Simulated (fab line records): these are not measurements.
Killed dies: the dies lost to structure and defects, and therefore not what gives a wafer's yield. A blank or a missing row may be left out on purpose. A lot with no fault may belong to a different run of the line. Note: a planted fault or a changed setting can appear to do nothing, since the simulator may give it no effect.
Matching of chambers / flow n5_finfet / N5_BEOL_M7_ILD_DEP_00 on pecvd-02: 3 sister chambers
The step deposits SiCOH lowk from DEMS/porogen, target thk 179.75 nm, time 33.4 s. 14 wafers are shown with their chamber, then 7 later ones without.

WAFERS PAIRED WITH THEIR CHAMBERS
wafer=L077.1; chamber=1; throttle_valve_pct (%)=14.0; showerhead_vpp_V (V)=1440; heater_power_w (W)=204
wafer=L077.2; chamber=2; throttle_valve_pct (%)=12.6; showerhead_vpp_V (V)=1309; heater_power_w (W)=317
wafer=L077.6; chamber=1; throttle_valve_pct (%)=13.8; showerhead_vpp_V (V)=1418; heater_power_w (W)=208
wafer=L078.3; chamber=2; throttle_valve_pct (%)=12.5; showerhead_vpp_V (V)=1318; heater_power_w (W)=319
wafer=L078.5; chamber=1; throttle_valve_pct (%)=13.8; showerhead_vpp_V (V)=1418; heater_power_w (W)=227
wafer=L078.6; chamber=2; throttle_valve_pct (%)=12.5; showerhead_vpp_V (V)=1320; heater_power_w (W)=316
wafer=L081.1; chamber=2; throttle_valve_pct (%)=12.4; showerhead_vpp_V (V)=1316; heater_power_w (W)=313
wafer=L081.3; chamber=0; throttle_valve_pct (%)=14.3; showerhead_vpp_V (V)=1465; heater_power_w (W)=240
wafer=L081.6; chamber=2; throttle_valve_pct (%)=12.3; showerhead_vpp_V (V)=1303; heater_power_w (W)=318
wafer=L082.4; chamber=2; throttle_valve_pct (%)=12.4; showerhead_vpp_V (V)=1313; heater_power_w (W)=286
wafer=L082.5; chamber=0; throttle_valve_pct (%)=14.9; showerhead_vpp_V (V)=1515; heater_power_w (W)=269
wafer=L082.6; chamber=1; throttle_valve_pct (%)=13.9; showerhead_vpp_V (V)=1408; heater_power_w (W)=212
wafer=L088.1; chamber=0; throttle_valve_pct (%)=14.3; showerhead_vpp_V (V)=1452; heater_power_w (W)=237
wafer=L088.3; chamber=2; throttle_valve_pct (%)=12.7; showerhead_vpp_V (V)=1317; heater_power_w (W)=276

SIGNATURES (means of the wafers above)
reading=throttle_valve_pct; chamber 0=14.500; chamber 1=13.875; chamber 2=12.486; scatter within a chamber=0.185
reading=showerhead_vpp_V; chamber 0=1477.33; chamber 1=1421.00; chamber 2=1313.71; scatter within a chamber=16.4
reading=heater_power_w; chamber 0=248.67; chamber 1=212.75; chamber 2=306.43; scatter within a chamber=16
Rule: a wafer's distance from a chamber is the root of the sum, over the readings, of the square of ((its reading less the chamber's mean) divided by the reading's scatter). The wafer belongs to the nearest chamber; if the next one is less than 2 further off, it can't be placed. The scatter: take each reading less its chamber's mean, square it, sum over the shown wafers, divide by the number of wafers less the number of chambers, and take the root.

WAFERS WITHOUT THEIR CHAMBER
wafer=L088.6; throttle_valve_pct (%)=12.8; showerhead_vpp_V (V)=1316; heater_power_w (W)=276
wafer=L091.2; throttle_valve_pct (%)=14.5; showerhead_vpp_V (V)=1475; heater_power_w (W)=280
wafer=L091.4; throttle_valve_pct (%)=14.4; showerhead_vpp_V (V)=1496; heater_power_w (W)=279
wafer=L091.5; throttle_valve_pct (%)=12.4; showerhead_vpp_V (V)=1307; heater_power_w (W)=301
wafer=L095.2; throttle_valve_pct (%)=13.8; showerhead_vpp_V (V)=1420; heater_power_w (W)=212
wafer=L095.3; throttle_valve_pct (%)=12.4; showerhead_vpp_V (V)=1300; heater_power_w (W)=295
wafer=L095.5; throttle_valve_pct (%)=14.0; showerhead_vpp_V (V)=1414; heater_power_w (W)=205

CHAMBER TAKEN BY EACH
wafer=L088.6; from the rows above=2; in truth=2
wafer=L091.2; from the rows above=0; in truth=0
wafer=L091.4; from the rows above=0; in truth=0
wafer=L091.5; from the rows above=2; in truth=2
wafer=L095.2; from the rows above=1; in truth=1
wafer=L095.3; from the rows above=2; in truth=2
wafer=L095.5; from the rows above=1; in truth=1
Correctly placed: 7 of 7. Number that these rows cannot place: 0. 0 placed wrongly.
